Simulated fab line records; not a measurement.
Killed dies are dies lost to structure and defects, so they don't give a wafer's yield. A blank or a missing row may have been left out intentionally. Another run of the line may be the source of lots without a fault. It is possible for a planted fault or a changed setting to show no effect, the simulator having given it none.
Matching of chambers :: flow nand harc :: NHARC_P_CONTACT_CMP_01 on cmp-04: 4 sister chambers
The step polishes SiO2, target thk 200 nm. 8 wafers are shown with their chamber, then 10 later ones without.

== EACH WAFER AND ITS CHAMBER ==
wafer: L083.3
chamber: 0
motor current A (A): 10.4

wafer: L083.5
chamber: 3
motor current A (A): 11.7

wafer: L085.1
chamber: 0
motor current A (A): 11.3

wafer: L085.6
chamber: 1
motor current A (A): 11.7

wafer: L090.5
chamber: 1
motor current A (A): 11.2

wafer: L090.6
chamber: 2
motor current A (A): 13.5

wafer: L091.1
chamber: 3
motor current A (A): 11.4

wafer: L091.3
chamber: 2
motor current A (A): 12.9

== WAFERS MISSING THEIR CHAMBER ==
wafer: L091.4
motor current A (A): 10.9

wafer: L092.1
motor current A (A): 11.7

wafer: L092.2
motor current A (A): 13.1

wafer: L092.4
motor current A (A): 12.2

wafer: L093.2
motor current A (A): 12.9

wafer: L093.3
motor current A (A): 10.7

wafer: L093.4
motor current A (A): 11.9

wafer: L094.3
motor current A (A): 13.4

wafer: L094.5
motor current A (A): 12.9

wafer: L094.6
motor current A (A): 11.7

== EACH ONE'S CHAMBER ==
wafer: L091.4
from the rows above: can't be placed: 0 or 1 or 3
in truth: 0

wafer: L092.1
from the rows above: can't be placed: 3 or 1 or 0
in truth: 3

wafer: L092.2
from the rows above: 2
in truth: 2

wafer: L092.4
from the rows above: can't be placed: 3 or 1 or 2 or 0
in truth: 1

wafer: L093.2
from the rows above: 2
in truth: 2

wafer: L093.3
from the rows above: can't be placed: 0 or 1 or 3
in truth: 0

wafer: L093.4
from the rows above: can't be placed: 3 or 1 or 0
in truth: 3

wafer: L094.3
from the rows above: 2
in truth: 2

wafer: L094.5
from the rows above: 2
in truth: 2

wafer: L094.6
from the rows above: can't be placed: 3 or 1 or 0
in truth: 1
Correctly placed: 4 of 10. Unplaceable from these rows: 6, with the true chamber sitting among the candidates in 6. Placed wrongly: 0.
How it was worked out, from the rows above alone: a wafer's distance from a chamber is the root of the sum, over the readings, of the square of ((its reading less the chamber's mean) divided by the reading's scatter). The wafer belongs to the nearest chamber; if the next one is less than 2 further off, it can't be placed. Each chamber's mean is taken over the wafers shown for it. The scatter: the root of (the sum of the squares of (reading less its chamber's mean) over the shown wafers, divided by (wafers less chambers)).
